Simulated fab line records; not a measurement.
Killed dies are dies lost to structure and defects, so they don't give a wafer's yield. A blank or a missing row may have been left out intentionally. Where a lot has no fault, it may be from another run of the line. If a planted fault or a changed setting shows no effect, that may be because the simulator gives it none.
Struck lot and sound lot, side by side    flow nand_harc    17 out of 1302 route steps
Sound: these wafers, L561.2, L561.3, L561.4. Struck: wafer L568.4 (L568.3, L568.5, from the same lot, were not struck and are left out); the cause is given at the end.
Each step with rows lists, per side, the tool, then ch with its chambers, then its first start. Under that, the readings that differ: sound wafers    struck wafers    difference of the means    sigmas: that difference in standard deviations of wafers without a fault.
alike: a reading whose means differ by less than 2 such deviations, as well as words and numbers matching on both sides. not compared: withheld readings; readings where some wafer has no value; bounds like >300 that might hide an equal value; numbers whose values overlap and for which the record gives no deviation.
The two part at a step that has a row with sigmas, a row that says differs or no value, or rows on one side only. Numbers that don't overlap but have no deviation are shown without sigmas and don't part them. Lack of a reading on every wafer of one side parts them only where that side has two or more wafers.

NHARC_P_M0_OVL_MEAS_10: pitch 180 nm.
  sound on overlay-02, day 7 05:30; struck on overlay-02, day 10 10:19
reading            sound        struck  difference  sigmas
overlay_y_nm (nm)  0.4 1.0 1.0  -1.6    -2.4        -2
  alike: overlay_x_nm
NHARC_P_M0_INSPECT_11:
  sound on defect_inspect-02, day 7 05:32; struck on defect_inspect-01, day 10 10:20
reading           sound   struck  difference  sigmas
raw_defect_count  4 10 3  12      +6          +2
NHARC_P_M0_DESCUM_14: chemistry O2, time 3 s.
  sound on rie_diel-06 ch 1,2,3, day 7 05:36; struck on rie_diel-07 ch 3, day 10 10:24
reading                 sound              struck  difference  sigmas
oes_product_au (a.u.)   0.992 0.992 0.983  1.015   +0.026      +3
rf_hours_counter_h (h)  2 2 2              13      +11         
  alike: drypump_motor_current_A, o2_flow_sccm, rf_vpp_V, showerhead_plenum_p_Torr, throttle_valve_pct
NHARC_P_M0_ETCH_34: etches the open film in N2/H2, target depth 40 nm, overetch 12 nm, time 43.94 s.
  sound on rie_diel-06 ch 1,2,3, day 7 05:41; struck on rie_diel-07 ch 1, day 10 10:33
reading                 sound              struck  difference  sigmas
oes_product_au (a.u.)   0.990 0.975 0.987  1.009   +0.025      +3
rf_hours_counter_h (h)  2 2 2              31      +29         
  alike: drypump_motor_current_A, rf_vpp_V, showerhead_plenum_p_Torr, throttle_valve_pct
NHARC_P_M0_ETCH_15: etches the open film in C4F8/Ar, target depth 150 nm, overetch 15 nm, time 82.5 s.
  sound: rie_diel-06 ch 0,1,3; struck: rie_diel-07 ch 0
reading                 sound              struck  difference  sigmas
oes_product_au (a.u.)   0.956 0.973 0.961  0.922   -0.041      -3
rf_hours_counter_h (h)  2 2 2              29      +27         
  alike: rf_vpp_V
NHARC_P_M0_CD_MEAS_16:
  sound on cd_sem-02, day 7 05:54; struck on cd_sem-03, day 10 10:46
  alike: cd_nm
then, 2 steps without rows for these wafers: NHARC_P_M0_STRIP_18 (strips in N2/H2); NHARC_P_M0_STRIP_19 (strips in post etch residue remover, time 600 s).
NHARC_P_M0_DEGAS_28: time 60 s.
  sound on pvd_sputter-01, day 7 06:31; struck on pvd_sputter-02, day 10 11:23
  alike: heater_power_w
NHARC_P_M0_PRE_CLEAN_29: time 30 s.
  sound on pvd_sputter-01; struck on pvd_sputter-02
  alike: heater_power_w
then, 2 steps without rows for these wafers: NHARC_P_M0_PVD_20 (deposits TaN, target thk 5 nm, time 8.06 s); NHARC_P_M0_PVD_21 (deposits Cu, target thk 30 nm, time 20.49 s).
NHARC_P_M0_ECD_22: material Cu, target thk 400 nm.
  sound on ecd_cu-01 ch 0,1, day 7 06:56; struck on ecd_cu-02 ch 0,1, day 10 11:50
then, 1 step without rows for these wafers: NHARC_P_M0_ANNEAL_30 (time 90 s).
NHARC_P_M0_CMP_23: polishes, t overpolish 20 s, target thk 117.54 nm.
  sound on cmp-03 ch 0,1,2, day 7 07:37; struck on cmp-02 ch 2, day 10 12:28
reading                 sound           struck  difference  sigmas
time_to_endpoint_s (s)  26.2 25.2 29.7  52.6    +25.6       +11
  alike: motor_current_A, slurry_filter_dp_kPa
NHARC_P_M0_THK_MEAS_24: measures by xrf.
  sound on film_metro-02, day 7 07:55; struck on film_metro-01, day 10 12:47
  alike: thk_nm
-- jump in the record: it breaks off in module P_M0 and resumes in module END (first step shown: number 1302 of the route), and 19 days separate the struck wafers' starts before and after --
NHARC_END_SORT_01:
  sound on prober-01 ch 0, day 25 16:11; struck on prober-01 ch 0, day 29 05:43
reading                   sound     struck  difference  sigmas
defect_limited_yield (%)  94 92 93  85      -8          -3
killed_at_array           33 46 43  91      +50         +3
killed_at_periphery       5 7 3     10      +5          +2
killed_dies               39 54 46  102     +56         +3
  alike: killed_at_other, killed_open, killed_short

## WHERE THEY PART
At NHARC_P_M0_OVL_MEAS_10 first; at NHARC_END_SORT_01 last (within this record only).

WHY: what had been put in by the simulator
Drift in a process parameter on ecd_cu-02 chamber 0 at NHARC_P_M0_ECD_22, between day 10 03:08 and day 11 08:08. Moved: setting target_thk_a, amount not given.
